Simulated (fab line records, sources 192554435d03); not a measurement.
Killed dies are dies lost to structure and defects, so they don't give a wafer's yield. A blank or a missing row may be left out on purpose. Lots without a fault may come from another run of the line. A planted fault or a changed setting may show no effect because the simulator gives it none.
Chamber matching | flow n5_finfet | N5_MOL_CONTACT_COAG_ETCH_59 on rie_diel-04: 4 sister chambers
The step etches underlayer in N2/H2, target depth 13 nm, time 10.4 s. 4 wafers are shown with their chamber, then 12 later ones without.

WAFERS WITH THEIR CHAMBER
wafer  | chamber | drypump_motor_current_A (A)
L085.1 | 2       | 5.6
L086.1 | 3       | 5.4
L089.1 | 1       | 4.7
L089.6 | 0       | 5.5

WAFERS WITHOUT THEIR CHAMBER
wafer  | drypump_motor_current_A (A)
L093.1 | 5.6
L093.4 | 5.5
L093.6 | 4.8
L095.2 | 5.6
L095.3 | 5.5
L095.6 | 4.7
L096.1 | 5.7
L096.3 | 4.7
L096.5 | 4.7
L097.3 | 5.6
L097.4 | 5.5
L097.6 | 5.5

WHICH CHAMBER EACH WENT THROUGH
wafer  | from the rows above | in truth
L093.1 | 2                   | 2
L093.4 | 0                   | 0
L093.6 | 1                   | 1
L095.2 | 2                   | 2
L095.3 | 0                   | 0
L095.6 | 1                   | 1
L096.1 | 2                   | 2
L096.3 | 1                   | 1
L096.5 | 1                   | 1
L097.3 | 2                   | 2
L097.4 | 0                   | 0
L097.6 | 0                   | 0
Placed correctly: 12 of 12. Can't be placed from these rows: 0. Placed wrongly: 0.
How it was worked out, from the rows above alone: a wafer's distance from a chamber is the root of the sum, over the readings, of the square of ((its reading less the chamber's mean) divided by the reading's scatter). The wafer belongs to the nearest chamber; if the next one is less than 2 further off, it can't be placed. A chamber's mean is the mean of its shown wafers. The scatter: with one shown wafer a chamber, the root of the mean of the squares of how far each hidden wafer lies from its nearest shown one.
